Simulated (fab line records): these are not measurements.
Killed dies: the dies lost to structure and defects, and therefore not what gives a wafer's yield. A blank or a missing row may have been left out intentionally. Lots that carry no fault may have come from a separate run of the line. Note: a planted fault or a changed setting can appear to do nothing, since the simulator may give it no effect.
Matching of chambers || flow n5-finfet || N5_BEOL_M6_CURE_74 on uv-cure-01 has 3 sister chambers
The step cures SiCOH lowk, time 240 s. 6 wafers are shown with their chamber, then 9 later ones without.

WAFERS PAIRED WITH THEIR CHAMBERS
{"wafer": "L090.4", "chamber": 1, "wafer_temp_C_max": 387.5, "lamp-power-pct (%)": 52.24}
{"wafer": "L090.5", "chamber": 1, "wafer_temp_C_max": 386.8, "lamp-power-pct (%)": 52.33}
{"wafer": "L092.3", "chamber": 2, "wafer_temp_C_max": 385.9, "lamp-power-pct (%)": 52.28}
{"wafer": "L092.5", "chamber": 2, "wafer_temp_C_max": 386.2, "lamp-power-pct (%)": 52.31}
{"wafer": "L091.4", "chamber": 0, "wafer_temp_C_max": 386.4, "lamp-power-pct (%)": 52.30}
{"wafer": "L091.5", "chamber": 0, "wafer_temp_C_max": 386.4, "lamp-power-pct (%)": 52.27}

WAFERS WHOSE CHAMBER IS MISSING
{"wafer": "L093.3", "wafer_temp_C_max": 386.5, "lamp-power-pct (%)": 52.27}
{"wafer": "L093.5", "wafer_temp_C_max": 386.7, "lamp-power-pct (%)": 52.26}
{"wafer": "L093.6", "wafer_temp_C_max": 386.9, "lamp-power-pct (%)": 52.31}
{"wafer": "L095.2", "wafer_temp_C_max": 386.4, "lamp-power-pct (%)": 52.27}
{"wafer": "L095.5", "wafer_temp_C_max": 386.9, "lamp-power-pct (%)": 52.35}
{"wafer": "L095.6", "wafer_temp_C_max": 386.8, "lamp-power-pct (%)": 52.42}
{"wafer": "L097.2", "wafer_temp_C_max": 386.5, "lamp-power-pct (%)": 52.41}
{"wafer": "L097.4", "wafer_temp_C_max": 386.1, "lamp-power-pct (%)": 52.33}
{"wafer": "L097.6", "wafer_temp_C_max": 386.3, "lamp-power-pct (%)": 52.27}

THE CHAMBER EACH PASSED THROUGH
{"wafer": "L093.3", "from the rows above": "can't be placed: 0 or 2 or 1", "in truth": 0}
{"wafer": "L093.5", "from the rows above": "can't be placed: 0 or 1 or 2", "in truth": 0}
{"wafer": "L093.6", "from the rows above": "can't be placed: 1 or 0 or 2", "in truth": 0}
{"wafer": "L095.2", "from the rows above": "can't be placed: 0 or 2", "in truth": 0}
{"wafer": "L095.5", "from the rows above": "can't be placed: 1 or 0 or 2", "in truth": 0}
{"wafer": "L095.6", "from the rows above": "can't be placed: 1 or 0 or 2", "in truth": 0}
{"wafer": "L097.2", "from the rows above": "can't be placed: 0 or 2 or 1", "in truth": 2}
{"wafer": "L097.4", "from the rows above": "can't be placed: 2 or 0", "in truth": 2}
{"wafer": "L097.6", "from the rows above": "can't be placed: 0 or 2", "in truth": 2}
Correctly placed: 0 of 9. Unplaceable from these rows: 9, with the true chamber sitting among the candidates in 9. Number placed wrongly: 0.
How it was worked out, from the rows above alone: a wafer's distance from a chamber is the root of the sum, over the readings, of the square of ((its reading less the chamber's mean) divided by the reading's scatter). If the next closest chamber is less than 2 further off than the closest, the wafer can't be placed; otherwise it belongs to the closest. A chamber's mean is the mean of its shown wafers. The scatter is the square root of a quotient: the sum, over the shown wafers, of each reading's squared deviation from its chamber's mean, divided by wafers minus chambers.
